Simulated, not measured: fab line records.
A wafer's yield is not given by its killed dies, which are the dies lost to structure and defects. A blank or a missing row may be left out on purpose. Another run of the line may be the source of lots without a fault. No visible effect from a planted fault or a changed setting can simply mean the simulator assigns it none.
Split-lot trial -- flow n5-finfet -- on a route of 1938 steps: 7 lots, 21 wafers read

== THE SPLIT ==
At N5_BEOL_M13_DEP_53 (deposits SiCN from 3MS/NH3, target thk 50 nm, time 17.8 s), the setting time-s was moved away from the recipe's 17.8 s on 3 of the 21 wafers read, by -12.8% to +14.4%. The other wafers ran this setting at the recipe's value.

Reading taken at the split's own step.

== THE READING ==
SiCN_of_BEOL_M13_DEP_53.thk-nm (the simulator's own value, which no gauge read), in nm, at N5_BEOL_M13_DEP_53 (deposits SiCN from 3MS/NH3, target thk 50 nm, time 17.8 s). No usual value for it is given in the file. Across the 18 wafers here that went through the recipe, the average is 49.7 nm and the standard deviation 0.51 nm.

wafer,"tool, chamber at the split","time-s as run, s",against the recipe,"SiCN_of_BEOL_M13_DEP_53.thk-nm, nm",against lot-mates on the recipe
L074.1,"pecvd-01, 2",17.8,recipe,50.2,-
L074.3,"pecvd-01, 0",17.8,recipe,50,-
L074.5,"pecvd-01, 1",17.8,recipe,50.6,-
L075.2,"pecvd-01, 2",17.8,recipe,49.6,-
L075.3,"pecvd-01, 1",17.8,recipe,50.4,-
L075.5,"pecvd-01, 1",20.37,+14.4%,57.4,+7.4
L080.1,"pecvd-01, 0",17.8,recipe,49.2,-
L080.2,"pecvd-01, 2",17.8,recipe,49,-
L080.6,"pecvd-01, 1",15.52,-12.8%,43.2,-5.9
L079.2,"pecvd-01, 0",17.8,recipe,49.8,-
L079.3,"pecvd-01, 2",17.8,recipe,49.6,-
L079.4,"pecvd-01, 0",17.8,recipe,50.4,-
L083.1,"pecvd-04, 2",17.8,recipe,49.8,-
L083.3,"pecvd-04, 1",20.18,+13.4%,56.2,+6.1
L083.6,"pecvd-04, 1",17.8,recipe,50.4,-
L084.1,"pecvd-02, 2",17.8,recipe,49,-
L084.2,"pecvd-02, 0,1",17.8,recipe,49.8,-
L084.3,"pecvd-02, 0,1",17.8,recipe,49.8,-
L096.1,"pecvd-02, 2",17.8,recipe,49,-
L096.3,"pecvd-02, 0",17.8,recipe,49.2,-
L096.4,"pecvd-02, 1",17.8,recipe,49.6,-
If several chambers appear in one row, that row covers several wafers at once and the file leaves open which wafer was in which chamber.

FIT RESULTS
A straight line over all 21 wafers: SiCN_of_BEOL_M13_DEP_53.thk-nm changes by +0.509 nm for each +1% of time-s; r = +0.98; the points scatter about the line by 0.5 nm.
The same after taking each lot's own level away (the mean of its wafers on the recipe; 21 wafers): +0.478 nm for each +1%; r = +0.99; scatter 0.33 nm.
Per that fit: largest time-s move, reading shift of 6.9 nm.
From 49.10 to 50.27 nm: that is the span of the lots' own levels, equal to 2.3 times the standard deviation above.
So the lot-to-lot level changes the slope little: the two slopes agree.
Check: +6.61 nm against its lot-mates is what the line predicts for one of the wafers moved furthest among these (+14.4%) when that wafer is left out of the fit. It came out at +7.4 nm against them.

== OTHER SPLITS ON THESE WAFERS ==
Before the reading, these wafers also passed through other splits. Each is held against what the fit with the lots' levels taken away leaves over:
other split on the same wafers,wafers away from the commonest value,r with SiCN_of_BEOL_M13_DEP_53.thk-nm (lot level and that fit taken away)
N5_BEOL_M9_CMP_52 down-force-psi,5,+0.46
N5_BEOL_M10_ILD_DEP_00 temp-c,4,+0.20
N5_BEOL_M11_ETCH_62 time-s,6,+0.04
N5_BEOL_M11_COAT_63 spin-rpm,3,+0.08
N5_BEOL_M12_TRENCH_ETCH_34 time-s,6,-0.06
N5_BEOL_M12_SPUTTER_45 time-s,9,-0.19
N5_BEOL_M13_CMP_49 down-force-psi,6,-0.12

== FILE'S OWN FIT ==
SiCN_of_BEOL_M13_DEP_53.thk-nm changes by +0.479 nm for each +1% of time-s, r = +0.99.
